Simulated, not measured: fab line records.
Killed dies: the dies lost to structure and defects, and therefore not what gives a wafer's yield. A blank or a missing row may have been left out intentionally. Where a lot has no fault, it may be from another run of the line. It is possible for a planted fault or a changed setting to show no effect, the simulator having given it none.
fab line records | flow n5_finfet
[record] lots = 5 wafers = 12 last_day = 17
route steps=1938 shown HKMG_FIN@394 BEOL_M4@1111 PASSIVATION@1936
lots untouched by any fault: they come from a run of this same line in which no faults occurred
start_h: the number of hours between the record's first day and the start of the first shown wafer of the lot | wait_h: how many hours have passed since the lot's step before this one | " as in the row above | L1.1+2: a single row standing in for several wafers | - value missing, or start not given | * or withheld: withheld | < > ~ a bound
route shown NAME@n: names a module that has steps shown in the file, with the first one's number in the route | usual: mean/standard deviation of fault-free wafers | same: alike in all rows | chamber/n: place in a boat | sites: the reading at each site | _std_site: standard deviation of those values | _edge_site: the outer-site mean with the inner-site mean subtracted | radius_mm: for every site, how far away it sits from the centre of the wafer | mask NAME#n: copy n | behind: the most recent tool/chamber to have shaped the wafer | hold: what put the lot on hold/how long, in hours/how the hold closed | device: names the non-switching transistor (n, p or np) | end of line: the tests these same wafers got at the end of their route | for a step that has no rows: nothing shown but its recipe | killed: the dies lost at the first sort to structure and to defects; this is not the yield of the wafer | map: the dies of a wafer, with x for killed, . for not killed, _ for no die there
set.NAME: the setting the step ran with; set.NAME@STEP: the setting that earlier step ran with | model.NAME: the simulator's own value behind a step, which no gauge read
lots at some steps of the route; a table a step, a row a wafer
services: when a tool's chamber went out of use (start_h, in hours from the record's first day, below 0 if earlier), for how many hours, and the reason
[[steps]]
[step N5_HKMG_FIN_SOFTBAKE_44]
[recipe] temp_c = 110 time_s = 60 resist = CAR-ArF
[step N5_HKMG_FIN_EXPOSE_46]
[recipe] mask_id = NDIPOLE na = 1.35 source_shape = conventional sigma_outer = 0.8 polarization = unpolarized dose_mj = 40
[step N5_HKMG_FIN_PEB_47]
[recipe] peb_temp_c = withheld peb_time_s = 60 resist = CAR-ArF
[step N5_HKMG_FIN_DEVELOP_48]
[recipe] develop_time_s = 30 developer = TMAH resist = CAR-ArF rinse_liquid = diw dry = air_spin dev_temp_c = 23
[step N5_HKMG_FIN_DESCUM_53]
[recipe] chemistry = O2 time_s = 7.9 source_power_w = 50 bias_power_w = 20 pressure_mtorr = 20 rf_frequency_hz = 2.712e+07 temp_c = 40 resist = CAR-ArF o2_flow_sccm = 225
[step N5_HKMG_FIN_ETCH_54]
[recipe] chemistry = CF4 target = SiARC target_depth_a = 455 mask_material = CAR-ArF time_s = 75.8 ion_energy_ev = 80 pressure_mtorr = 40 source_w = 545 bias_w = 36 Ar_flow_sccm = 100 cf4_flow_sccm = 100 ends = cleared
[step N5_HKMG_FIN_ETCH_55]
[recipe] chemistry = N2/H2 target = SOC target_depth_a = 2400 temp_c = 40 time_s = 300 ion_energy_ev = 200 mask_material = SiARC pressure_mtorr = 30 source_w = 840 bias_w = 150 n2_flow_sccm = 200 h2_flow_sccm = 200
[step N5_HKMG_FIN_STRIP_56]
[recipe] chemistry = N2/H2 temp_c = 40 n2_flow_sccm = 200 h2_flow_sccm = 200 rf_frequency_hz = 6e+07
[step N5_HKMG_FIN_STRIP_57]
[recipe] chemistry = CF4 resist = SiARC power_w = 300 bias_power_w = 75 pressure_mtorr = 50 cf4_flow_sccm = 150 rf_frequency_hz = 6e+07
[step N5_HKMG_FIN_ETCH_58]
[recipe] chemistry = N2/H2 target = SOC target_depth_a = 2158 ion_energy_ev = 50 bias_w = 13 time_s = 741 pressure_mtorr = 30 source_w = 875 n2_flow_sccm = 200 h2_flow_sccm = 200
[usual] drypump_motor_current_A = 5.8/0.35 oes_product_au = 0.81/0.1 rf_vpp_V = 99.4/0.92 showerhead_plenum_p_Torr = 2.54/0.085 throttle_valve_pct = 17.80/0.28
// columns lot.wafer tool chamber start_h wait_h drypump_motor_current_A oes_product_au rf_hours_counter_h rf_vpp_V showerhead_plenum_p_Torr throttle_valve_pct model.HKMG_FIN.feature_depth_nm model.etch.depth_nm model.SOC_of_HKMG_FIN_COAT_41.thk_nm
L818.2 rie_diel-01 3 95.38 0.0 5.1 0.67 231 98.3 2.40 17.96 212.2 212.2 89.6
L818.4 " 0 " " 6.2 0.85 88 100.4 2.55 17.69 227.2 227.1 73.2
L818.6 " 1 " " 6.0 0.82 - 100.3 2.67 17.52 211.4 211.4 90
L824.1 rie_diel-01 2 130.17 0.0 6.2 0.68 248 100.1 2.59 17.96 205.8 205.7 93.4
L824.3 " 1 " " 5.9 1.05 83 99.3 2.67 17.55 313.6 313.7 0
L826.1 rie_diel-01 3 145.51 0.0 5.1 0.65 249 98.9 2.39 17.96 214.2 214.2 86.4
L826.4 " 3 " " 5.1 0.86 - 100.2 2.39 18.00 317.8 317.7 0
L827.3 rie_diel-01 3 152.96 0.0 5.1 0.85 254 98.9 2.39 18.01 315.8 315.8 0
L827.4 " 1 " " 5.9 1.03 - 100.7 2.66 17.56 311.2 311.2 0
L835.1 rie_diel-05 3 197.43 0.0 5.3 0.96 12 100.0 2.48 17.91 233.4 233.4 67.4
L835.2 " 1 " " 5.8 0.88 50 99.8 2.57 17.32 220.2 220.2 79.4
L835.3 " 2 " " 5.8 0.96 23 99.2 2.51 18.28 232.6 232.6 66.8
[step N5_HKMG_FIN_STRIP_93]
[recipe] chemistry = N2/H2 material = SOC time_s = 20 power_w = 500 temp_c = 40 pressure_mtorr = 50 rf_frequency_hz = 6e+07 bias_power_w = 8 h2_frac = 0.5 n2_flow_sccm = 300 h2_flow_sccm = 300
[usual] drypump_motor_current_A = 5.8/0.35 oes_product_au = 0.81/0.099 rf_vpp_V = 54.2/0.86 showerhead_plenum_p_Torr = 3.36/0.11 throttle_valve_pct = 19.0/0.43
// columns lot.wafer tool chamber start_h wait_h drypump_motor_current_A oes_product_au rf_hours_counter_h rf_vpp_V showerhead_plenum_p_Torr throttle_valve_pct model.SOC_of_HKMG_FIN_COAT_41.thk_nm model.Al2O3_of_HKMG_FIN_ALD_75.thk_nm
L818.2 rie_diel-01 3 95.81 0.2 5.1 0.67 231 54.2 3.18 19.1 79.2 1
L818.4 " 0 " " 6.2 0.85 88 54.6 3.37 18.9 62.6 1
L818.6 " 1 " " 5.9 0.82 - 54.7 3.53 18.6 80 1
L824.1 rie_diel-01 2 130.60 0.2 6.2 0.68 248 54.8 3.42 19.1 83.6 1
L824.3 " 1 " " 6.0 0.81 83 54.0 3.52 18.6 0 0.4
L826.1 rie_diel-01 3 145.93 0.2 5.1 0.66 249 54.0 3.17 19.2 76.2 1
L826.4 " 3 " " 5.1 0.66 - 53.3 3.16 19.1 0 0.4
L827.3 rie_diel-01 3 153.39 0.2 5.1 0.65 254 52.2 3.16 19.2 0 0.4
L827.4 " 1 " " 5.9 0.79 - 53.6 3.51 18.6 0 0.6
L835.1 rie_diel-05 3 197.85 0.2 5.3 0.95 13 54.4 3.28 19.1 56.4 1
L835.2 " 1 " " 5.9 0.88 50 54.7 3.39 18.2 69 1
L835.3 " 2 " " 5.9 0.95 24 53.3 3.32 19.9 56 1
[step N5_HKMG_FIN_WET_ETCH_76]
[recipe] chemistry = dNH4OH mix = 1:50 temp_c = 25 target = Al2O3 stop_on = La2O3 target_depth_nm = 2.25 dry = ipa_marangoni rinse_time_s = 30 rinse_temp_c = 23
[step N5_HKMG_FIN_STRIP_60]
[recipe] chemistry = N2/H2 power_w = 2500 temp_c = 300 h2_frac = 0.65 time_s = 360 pressure_mtorr = withheld n2_flow_sccm = 1750 h2_flow_sccm = 3250
[step N5_HKMG_FIN_WET_ETCH_77]
[recipe] chemistry = dHCl mix = 1:10000 temp_c = 25 target = La2O3 stop_on = HfO2 target_depth_nm = 2
// columns lot.wafer tool chamber start_h wait_h model.Al2O3_of_HKMG_FIN_ALD_75.thk_nm
L818.2+4+6 wet_bench-05 1,0,3 96.34 0.3 1
L824.1 wet_bench-05 3 131.14 0.3 1
L824.3 " 7 " " 0.4
L826.1 wet_bench-05 7 146.47 0.3 1
L826.4 " 4 " " 0.4
L827.3 wet_bench-01 3 153.92 0.1 0.4
L827.4 " 4 " " 0.6
L835.1+2+3 wet_bench-01 7,1,6 198.40 0.3 1
[step N5_HKMG_FIN_WET_ETCH_78]
[recipe] chemistry = dNH4OH mix = 1:50 temp_c = 25 target = Al2O3 stop_on = La2O3 target_depth_nm = 4.5 dry = ipa_marangoni rinse_time_s = 30 rinse_temp_c = 23
[step N5_BEOL_M4_RC_MEAS_101]
[usual] DIBL_N = 35.4/2.1 DIBL_P = 34.8/2.6 IOFF_N = 0.15/0.037 IOFF_P = 0.19/0.037 ION_N = 677/16 ION_P = 462/9.3 SS_N = 71.4/0.75 SS_P = 72.9/0.77 VT_N = 250/3.7 VT_P = -251/3.5
// columns lot.wafer tool chamber start_h wait_h DIBL_N[mV/V] DIBL_P[mV/V] IOFF_N[nA/um] IOFF_P[nA/um] ION_N[uA/um] ION_P[uA/um] SS_N[mV/dec] SS_P[mV/dec] VT_N[mV] VT_P[mV]
L818.2 prober-02 0 198.60 0.3 38.4 39.8 0.20 0.25 699 473 72.0 73.6 247 -249
L818.4 " 0 " " 33.5 34.8 0.13 0.17 679 465 70.9 72.8 254 -252
L818.6 " 0 " " 31.5 30.8 0.09 0.12 658 453 69.6 71.7 254 -258
L824.1 prober-01 0 230.41 0.0 36.5 38.0 0.17 0.20 672 455 71.6 73.8 247 -252
L824.3 " 0 " " 30.1 29.5 0.08 0.12 652 453 69.9 71.4 255 -258
L826.1 prober-02 0 251.21 0.0 35.4 34.5 0.16 0.18 686 469 71.9 72.8 250 -249
L826.4 " 0 " " 37.4 35.8 0.16 0.19 667 453 72.0 72.2 250 -251
L827.3 prober-02 0 258.64 0.3 32.9 32.4 0.14 0.18 687 467 70.5 72.3 247 -249
L827.4 " 0 " " 33.6 32.4 0.14 0.18 691 469 71.7 72.3 247 -252
L835.1 prober-01 0 302.88 0.0 36.3 34.1 0.13 0.14 659 445 71.5 73.1 256 -257
L835.2 " 0 " " 38.0 37.4 0.18 0.20 696 467 71.8 74.3 247 -252
L835.3 " 0 " " 38.2 38.1 0.19 0.21 704 475 71.7 75.0 247 -253
[step N5_PASSIVATION_PROBE_49]
[usual] defect_limited_yield = 90.5/1.7 killed_at_M0_to_M3 = 37/12 killed_at_M4_up = 14/5.2 killed_at_contacts = 12/5.9 killed_at_front_end = 45/14 killed_at_other = 3.5/2.8 killed_dies = 112/21 killed_open = 73/15 killed_short = 36/8.9 sort_bin_5_function = 5.6/1.2 sort_bin_6_memory = 3.5/0.68 sort_n_pass = 1068/21 sort_yield_pct = 90.5/1.8
[same] gross_dies = 1180 killed_at_back_side = 0 sort_bin_4_leakage[%] = 0 sort_bin_8_speed[%] = 0
// columns lot.wafer tool chamber start_h wait_h defect_limited_yield[%] killed_at_M0_to_M3 killed_at_M4_up killed_at_contacts killed_at_front_end killed_at_other killed_dies killed_open killed_short sort_bin_5_function[%] sort_bin_6_memory[%] sort_n_pass sort_yield_pct[%]
L827.3 prober-02 - 371.85 0.1 91.4 36 19 13 27 7 102 64 28 4.6 3.1 1078 91.4
L827.4 prober-02 - 371.90 0.2 91.9 28 13 11 41 3 96 53 32 4.2 3.1 1084 91.9
// killed by level:class
L827.3 BEOL_M3:geometric_particle:open=12 MOL_CONTACT_COAG:geometric_particle:open=11 HKMG_FIN:area_etch=7 BEOL_M5:geometric_particle:open=6 BEOL_M3:geometric_particle:short=5 STI_FIN_REVEAL:geometric_particle:open=4 BEOL_M2:geometric_particle:open=4 BEOL_M4:geometric_particle:open=4
L827.4 BEOL_M1:geometric_particle:open=11 FIN_SAQP:geometric_particle:short=10 HKMG_FIN:area_etch=9 MOL_CONTACT_COAG:geometric_particle:open=8 FIN_SAQP:geometric_particle:open=7 GATE_CUT:geometric_particle:short=7 BEOL_M2:geometric_particle:open=6 BEOL_M4:geometric_particle:open=5
[[services]]
// columns tool chamber start_h hours kind
rie_diel-01 - 87.14 1.0 repair
rie_diel-05 2 88.44 - clean
rie_diel-05 2 88.44 - consumable_replace:focus_ring
rie_diel-05 3 109.75 - clean
rie_diel-05 3 109.75 - consumable_replace:focus_ring
rie_diel-05 3 109.75 20.4 scheduled_down
rie_diel-05 3 109.75 20.4 vent_cycle
rie_diel-01 2 134.57 - clean
rie_diel-01 2 134.57 - consumable_replace:esc
rie_diel-01 2 134.57 - consumable_replace:focus_ring
rie_diel-01 2 134.57 18.7 scheduled_down
rie_diel-01 2 134.57 18.7 vent_cycle
rie_diel-01 - 141.22 1.0 repair
rie_diel-05 - 143.37 14.6 pm
rie_diel-01 3 153.44 - clean
rie_diel-01 3 153.44 - consumable_replace:focus_ring
rie_diel-01 3 153.44 - consumable_replace:showerhead
rie_diel-01 3 153.44 27.5 scheduled_down
rie_diel-01 3 153.44 27.5 vent_cycle
rie_diel-05 - 180.40 15.6 pm
[[key]]
first_sign none at tools or gauges
[model_effect] step = N5_HKMG_FIN_ETCH_58 value = HKMG_FIN.feature_depth_nm without = 211.9 struck = 314.6
[model_effect] step = N5_HKMG_FIN_STRIP_93 value = SOC_of_HKMG_FIN_COAT_41.thk_nm without = 78.35 struck = 0
[model_effect] step = N5_HKMG_FIN_WET_ETCH_77 value = Al2O3_of_HKMG_FIN_ALD_75.thk_nm without = 1 struck = 0.45
met_at N5_HKMG_FIN_ETCH_58
struck_wafers L824.3,L826.4,L827.3,L827.4
onset_between 95.38 130.17
[fault] kind = process_parameter_drift tool = rie_diel-01 chamber = - onset_h = 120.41 steps = N5_HKMG_FIN_ETCH_58 channel = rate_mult offset = 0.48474 shape = step end_h = 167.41 scope = struck_wafers_only
